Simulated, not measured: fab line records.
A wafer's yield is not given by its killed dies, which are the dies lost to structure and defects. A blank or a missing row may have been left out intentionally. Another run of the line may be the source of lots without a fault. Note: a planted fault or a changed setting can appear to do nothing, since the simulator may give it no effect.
What tool caused it?	flow nandHarc	Sampling: 12 lots, 36 wafers, 3 of 1159 route steps

WHAT EACH GAUGE READ, for each wafer
NHARC_P_STI_OCD_MEAS_43.
lot	measured	on	trenchDepthNm (nm)
L075	day 2 19:20	ocd-01	296 299 294
L078	day 3 09:56	ocd-01	295 295 295
L079	day 3 18:10	ocd-02	299 298 302
L081	day 4 03:21	ocd-01	301 295 295
L083	day 4 15:01	ocd-02	302 293 299
L084	day 5 02:51	ocd-01	305 300 304
L086	day 5 18:49	ocd-01	301 295 304
L088	day 6 06:49	ocd-02	296 298 297
L090	day 6 22:40	ocd-02	298 297 302
L093	day 7 14:04	ocd-02	306 298 296
L095	day 7 21:18	ocd-02	303 295 305
L097	day 8 09:56	ocd-01	298 301 295

TOOL THAT RAN EACH LOT (tool first, then ch and the chambers of the sampled wafers, then the start)
lot	NHARC_P_STI_ETCH_42	NHARC_P_STI_ETCH_31
L075	rieDiel-06 ch 0,2, day 2 18:22	rieDiel-06 ch 0,2,3, day 2 19:20 or earlier
L078	rieDiel-06 ch 0,1,2, day 3 09:00	rieDiel-06 ch 0,1, day 3 09:56 or earlier
L079	rieDiel-07 ch 0,2,3, day 3 17:14	rieDiel-07 ch 0,2,3, day 3 18:10 or earlier
L081	rieDiel-07 ch 1,2,3, day 4 02:24	rieDiel-07 ch 0,1,2, day 4 03:21 or earlier
L083	rieDiel-07 ch 0,2,3, day 4 14:04	rieDiel-07 ch 1,3, day 4 15:01 or earlier
L084	rieDiel-09 ch 0,1,2, day 5 01:53	rieDiel-09 ch 0,1,3, day 5 02:51 or earlier
L086	rieDiel-09 ch 2,3, day 5 17:52	rieDiel-09 ch 0,2,3, day 5 18:49 or earlier
L088	rieDiel-07 ch 0,2,3, day 6 05:52	rieDiel-07 ch 0,1,2, day 6 06:49 or earlier
L090	rieDiel-06 ch 0,1,3, day 6 21:43	rieDiel-06 ch 1,2, day 6 22:40 or earlier
L093	rieDiel-06 ch 0,2,3, day 7 13:07	rieDiel-06 ch 2,3, day 7 14:04 or earlier
L095	rieDiel-06 ch 0,1, day 7 20:20	rieDiel-06 ch 0,3, day 7 21:18 or earlier
L097	rieDiel-06 ch 0,1,2, day 8 08:59	rieDiel-06 ch 0,1,2, day 8 09:56 or earlier
- NHARC_P_STI_ETCH_42: etches the open film in N2/H2, target depth 80 nm, overetch 24 nm, time 61 s.
- NHARC_P_STI_ETCH_31: etches the open film in CF4/CHF3, target depth 108.9 nm, time 54.5 s.

THE ANSWER, worked out from the rows above alone
Rule: the usual values come from the lots themselves. The widest of any qualifying gaps counts: lots, ordered by their means at a reading, are off when they make up no more than a third of the lots, leave a main group of 4 or more, and stand apart from it by 3 or more times the standard deviation of that group's means. Not used: any main group whose means are identical at the precision the tables above print for the reading. Also off: a lot with no number at a reading for which 4 or more lots have one. Where the step has rows for the other lots, those lots are counted as sound.
Nothing can be told from this: no lot is off at any reading shown.

WHAT WAS PUT IN BY THE SIMULATOR
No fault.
